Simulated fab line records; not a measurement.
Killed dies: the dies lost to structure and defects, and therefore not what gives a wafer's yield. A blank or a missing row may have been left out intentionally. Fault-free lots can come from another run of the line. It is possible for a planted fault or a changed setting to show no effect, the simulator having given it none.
Matching of chambers | flow n5-finfet | 4 sister chambers for N5_BEOL_M5_ETCH_72 on rie-diel-03
The step etches underlayer in N2/H2, target depth 6.5 nm, time 5.2 s. 16 wafers are shown with their chamber, then 8 later ones without.

== WAFERS WITH THEIR CHAMBER ==
wafer  | chamber | drypump-motor-current-A (A) | showerhead-plenum-p-Torr (Torr) | throttle-valve-pct (%)
L857.2 | 3       | 5.5                         | 2.65                            | 17.84
L857.4 | 1       | 5.7                         | 2.54                            | 17.63
L857.6 | 0       | 5.9                         | 2.47                            | 17.64
L865.4 | 3       | 5.5                         | 2.64                            | 17.88
L865.5 | 2       | 6.0                         | 2.44                            | 18.03
L865.6 | 1       | 5.7                         | 2.54                            | 17.65
L864.3 | 1       | 5.7                         | 2.54                            | 17.67
L864.5 | 1       | 5.7                         | 2.54                            | 17.65
L864.6 | 2       | 6.1                         | 2.44                            | 18.02
L871.2 | 0       | 5.9                         | 2.46                            | 17.67
L871.4 | 1       | 5.7                         | 2.53                            | 17.66
L871.5 | 2       | 6.0                         | 2.44                            | 18.04
L873.1 | 1       | 5.7                         | 2.53                            | 17.64
L873.3 | 2       | 6.1                         | 2.43                            | 18.04
L873.5 | 2       | 6.0                         | 2.43                            | 18.04
L874.3 | 2       | 6.1                         | 2.43                            | 18.06

SIGNATURES (means of the wafers above)
reading                  | chamber 0 | chamber 1 | chamber 2 | chamber 3 | scatter within a chamber
drypump-motor-current-A  | 5.900     | 5.700     | 6.050     | 5.500     | 0.0354
showerhead-plenum-p-Torr | 2.4650    | 2.5367    | 2.4350    | 2.6450    | 0.00565
throttle-valve-pct       | 17.6550   | 17.6500   | 18.0383   | 17.8600   | 0.0162
Rule: for a wafer and a chamber, the distance is found by dividing, reading by reading, the gap between the wafer's reading and the chamber's mean by the reading's scatter, squaring, summing and taking the root. If the next closest chamber is less than 2 further off than the closest, the wafer can't be placed; otherwise it belongs to the closest. The scatter is the square root of a quotient: the sum, over the shown wafers, of each reading's squared deviation from its chamber's mean, divided by wafers minus chambers.

== WAFERS WHOSE CHAMBER IS MISSING ==
wafer  | drypump-motor-current-A (A) | showerhead-plenum-p-Torr (Torr) | throttle-valve-pct (%)
L874.5 | 6.0                         | 2.43                            | 18.05
L874.6 | 5.7                         | 2.53                            | 17.70
L880.2 | 5.7                         | 2.52                            | 17.69
L880.3 | 5.5                         | 2.63                            | 17.92
L880.5 | 6.0                         | 2.43                            | 18.07
L879.1 | 6.0                         | 2.43                            | 18.07
L879.2 | 5.9                         | 2.45                            | 17.69
L879.5 | 6.0                         | 2.45                            | 17.69

== WHICH CHAMBER EACH ONE RAN IN ==
wafer  | from the rows above | in truth
L874.5 | 2                   | 2
L874.6 | 1                   | 1
L880.2 | 1                   | 1
L880.3 | 3                   | 3
L880.5 | 2                   | 2
L879.1 | 2                   | 2
L879.2 | 0                   | 0
L879.5 | 0                   | 0
Correct placement for 8 of the 8. Left unplaced by these rows: 0. Number placed wrongly: 0.
